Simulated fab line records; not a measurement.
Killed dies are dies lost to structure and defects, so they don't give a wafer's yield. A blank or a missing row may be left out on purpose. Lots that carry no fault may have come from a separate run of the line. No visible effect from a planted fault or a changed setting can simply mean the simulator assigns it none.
2 desks looking at one fault :: flow n5 finfet :: every desk sees just its own numbers, and what lay behind them comes last

THE METROLOGY DESK
Means of the sampled wafers that have a number, per lot and without regard to the tool the lot ran on: this is what the gauges read. A lot is out of limits, marked OUT, if its mean lies more than 4 standard deviations from the usual mean; the brackets give that distance. Only the readings that lie furthest out on some lot appear, 7 of the 10 it has.
Columns: A = DIBL_N at N5_BEOL_M4_RC_MEAS_101, usual 36.1 mV/V; B = DIBL_P at N5_BEOL_M4_RC_MEAS_101, usual 36 mV/V; C = IOFF_N at N5_BEOL_M4_RC_MEAS_101, usual 0.16 nA/um; D = ION_N at N5_BEOL_M4_RC_MEAS_101, usual 674 uA/um; E = SS_N at N5_BEOL_M4_RC_MEAS_101, usual 71.6 mV/dec; F = SS_P at N5_BEOL_M4_RC_MEAS_101, usual 73.2 mV/dec; G = VT_N at N5_BEOL_M4_RC_MEAS_101, usual 249 mV
lot: L488
first seen here: day 11 20:04
A: 38.0
B: 40
C: 0.20
D: 687
E: 71.9
F: 73.9
G: 246

lot: L490
first seen here: day 13 01:20
A: 37.4
B: 38
C: 0.19
D: 678
E: 72.4
F: 74.0
G: 248

lot: L495
first seen here: day 13 15:51
A: 34.1
B: 34
C: 0.15
D: 671
E: 71.4
F: 72.8
G: 249

lot: L494
first seen here: day 14 01:37
A: 30.8
B: 30
C: 0.09
D: 652
E: 69.9
F: 71.9
G: 256

lot: L496
first seen here: day 14 05:34
A: 36.2
B: 35
C: 0.14
D: 663
E: 71.4
F: 72.8
G: 252

lot: L501
first seen here: day 14 17:44
A: 35.0
B: 34
C: 0.15
D: 662
E: 70.9
F: 73.2
G: 251

lot: L502
first seen here: day 15 19:12
A: 34.9
B: 37
C: 0.14
D: 675
E: 72.1
F: 73.2
G: 252

lot: L507
first seen here: day 16 04:26
A: 37.1
B: 35
C: 0.16
D: 679
E: 71.2
F: 73.1
G: 248

lot: L508
first seen here: day 17 10:15
A: 38.3
B: 40
C: 0.21
D: 681
E: 72.5
F: 73.7
G: 246
This desk's finding: nothing out of limits on any of the 9 lots.

AT THE TOOL OWNER'S DESK: rie diel-06
The tool's own readings at N5_BEOL_M0_SAQP_ETCH_73 (etches SiARC in CF4, target depth 19.5 nm, time 32.5 s): means of the sampled wafers that have a number, for each lot that ran on this tool. A lot is out of limits, marked OUT, if its mean lies more than 4 standard deviations from the usual mean; the brackets give that distance.
Columns: A = drypump motor current A at N5_BEOL_M0_SAQP_ETCH_73, usual 5.6 A; B = etch rf on time s at N5_BEOL_M0_SAQP_ETCH_73, usual 32.9 s; C = oes product au at N5_BEOL_M0_SAQP_ETCH_73, usual 0.66 a.u.; D = rf vpp V at N5_BEOL_M0_SAQP_ETCH_73, usual 184.1 V; E = showerhead plenum p Torr at N5_BEOL_M0_SAQP_ETCH_73, usual 2.16 Torr; F = throttle valve pct at N5_BEOL_M0_SAQP_ETCH_73, usual 15.64 %
lot: L488
first seen here: day 6 12:57
A: 5.7
B: 33.2
C: 0.65
D: 184.3
E: 2.15
F: 15.70

lot: L494
first seen here: day 7 20:28
A: 5.6
B: 33.2
C: 0.69
D: 185.4
E: 2.21
F: 15.42

lot: L496
first seen here: day 8 15:01
A: 5.8
B: 32.8
C: 0.71
D: 184.3
E: 2.16
F: 15.62

lot: L502
first seen here: day 9 23:13
A: 5.7
B: 26.3 (-6.0) OUT
C: 0.81
D: 184.5
E: 2.18
F: 15.48
This desk's verdict: out of limits on L502, starting with L502 at day 9 23:13 (etch rf on time s at N5_BEOL_M0_SAQP_ETCH_73). Within limits: L488, L494, L496.

PUT TOGETHER
The tool owner's desk could have raised an alarm at day 9 23:13, on L502.
From the metrology desk's view, nothing was out of limits.
The metrology desk holds a record of L502, inside its limits.
On rie diel-06, each named lot ran N5_BEOL_M0_SAQP_ETCH_73.

WHAT THE SIMULATOR HAD PUT IN
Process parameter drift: rie diel-06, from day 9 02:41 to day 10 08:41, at N5_BEOL_M0_SAQP_ETCH_73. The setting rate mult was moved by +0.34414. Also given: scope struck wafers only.
Shown lots that were struck: L502.
Delay in hours, fault start to first out-of-limits reading, by desk: the tool owner's desk at 21.
